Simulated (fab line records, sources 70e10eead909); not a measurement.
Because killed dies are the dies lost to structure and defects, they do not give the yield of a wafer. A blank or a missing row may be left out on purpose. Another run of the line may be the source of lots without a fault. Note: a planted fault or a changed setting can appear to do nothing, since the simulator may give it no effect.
What tool caused it? | flow nand harc | 36 wafers from 12 lots sampled at 5 of the route's 1302 steps

== WHAT EACH GAUGE READ, for each wafer ==
NHARC_P_BONDPAD_CD_MEAS_13.
lot  | measured     | on        | cd nm (nm)
L075 | day 6 22:23  | cd sem-01 | 498.2 498.0 498.7
L077 | day 7 19:32  | cd sem-03 | 500.0 499.0 500.0
L079 | day 8 12:44  | cd sem-01 | 499.0 500.6 497.9
L081 | day 9 09:12  | cd sem-03 | 500.6 501.5 499.7
L083 | day 10 14:07 | cd sem-01 | 500.3 498.3 499.0
L085 | day 11 01:11 | cd sem-01 | 499.5 497.9 503.7
L087 | day 11 22:42 | cd sem-03 | 501.1 503.2 498.4
L089 | day 12 22:00 | cd sem-02 | 497.5 497.5 499.6
L091 | day 13 14:07 | cd sem-03 | 497.0 501.2 500.6
L093 | day 14 18:22 | cd sem-01 | 499.6 501.2 502.3
L095 | day 15 12:47 | cd sem-03 | 499.3 499.1 502.2
L097 | day 16 01:12 | cd sem-02 | 503.6 500.8 502.3

== WHAT TOOL EACH LOT RAN ON (gives the tool, then ch and the chambers of the sampled wafers, and finally the start) ==
lot  | NHARC_P_CONTACT_DESCUM_17          | NHARC_P_CONTACT_ALD_22              | NHARC_P_M2_STRIP_18                | NHARC_P_M2_CMP_23
L075 | rie diel-11 ch 0,1, day 6 04:58    | ald metal-01 ch 0,1,3, day 6 06:49  | rie diel-02 ch 0,1, day 6 17:35    | cmp-04 ch 0,2, day 6 19:20
L077 | rie diel-11 ch 1,2,3, day 7 01:54  | ald metal-02 ch 0,3, day 7 03:46    | rie diel-08 ch 0,1,2, day 7 15:00  | cmp-02 ch 0,1, day 7 16:46
L079 | rie diel-12 ch 1,3, day 7 19:08    | ald metal-02 ch 1,3, day 7 20:58    | rie diel-08 ch 0,1,3, day 8 08:09  | cmp-01 ch 0,3, day 8 09:55
L081 | rie diel-05 ch 1,2, day 8 15:19    | ald metal-03 ch 1,3, day 8 17:31    | rie diel-09 ch 1,3, day 9 04:31    | cmp-04 ch 0,2, day 9 06:16
L083 | rie diel-05 ch 0,2,3, day 9 19:44  | ald metal-01 ch 1,2, day 9 21:42    | rie diel-08 ch 0,3, day 10 08:54   | cmp-04 ch 1,2, day 10 11:10
L085 | rie diel-05 ch 2,3, day 10 07:41   | ald metal-02 ch 1,2,3, day 10 09:33 | rie diel-08 ch 0,1, day 10 20:26   | cmp-01 ch 2,3, day 10 22:10
L087 | rie diel-12 ch 0,3, day 11 05:29   | ald metal-01 ch 0,3, day 11 07:19   | rie diel-08 ch 2,3, day 11 18:13   | cmp-02 ch 0,1, day 11 20:01
L089 | rie diel-05 ch 1,2, day 12 04:11   | ald metal-02 ch 0,1,2, day 12 06:02 | rie diel-02 ch 0,1,2, day 12 17:29 | cmp-01 ch 1,2,3, day 12 19:16
L091 | rie diel-05 ch 0,1,2, day 12 19:58 | ald metal-02 ch 0,1,2, day 12 21:47 | rie diel-08 ch 0,1,2, day 13 09:06 | cmp-02 ch 0,1,3, day 13 11:18
L093 | rie diel-12 ch 0,1, day 14 00:48   | ald metal-01 ch 1,2,3, day 14 02:40 | rie diel-02 ch 0,3, day 14 13:50   | cmp-04 ch 1,2, day 14 15:35
L095 | rie diel-12 ch 0,1,2, day 14 19:28 | ald metal-01 ch 0,2, day 14 21:17   | rie diel-08 ch 0,1,2, day 15 08:16 | cmp-04 ch 0,2, day 15 09:59
L097 | rie diel-12 ch 1,2, day 15 07:34   | ald metal-02 ch 1,2,3, day 15 09:29 | rie diel-09 ch 0,1,3, day 15 20:50 | cmp-02 ch 0,1,3, day 15 22:34
- NHARC_P_CONTACT_DESCUM_17: chemistry O2, time 3 s.
- NHARC_P_CONTACT_ALD_22: deposits TiN, target thk 3 nm, pulse time 1 s, ald cycles 150.
- NHARC_P_M2_STRIP_18: strips in N2/H2.
- NHARC_P_M2_CMP_23: polishes, t overpolish 20 s, target thk 144.3 nm.

== THE ANSWER, worked out from the rows above alone ==
Rule: usual is defined by the lots themselves. The widest of any qualifying gaps counts: lots, ordered by their means at a reading, are off when they make up no more than a third of the lots, leave a main group of 4 or more, and stand apart from it by 3 or more times the standard deviation of that group's means. A main group is skipped when, at the precision printed for the reading in the tables above, its means are all equal. A lot without any number at a reading at which 4 lots or more have one is off too. Any other lot the step has rows for is counted as sound.
No lot is off at any reading shown: from this, nothing can be told.

== WHAT HAD BEEN PUT IN BY THE SIMULATOR ==
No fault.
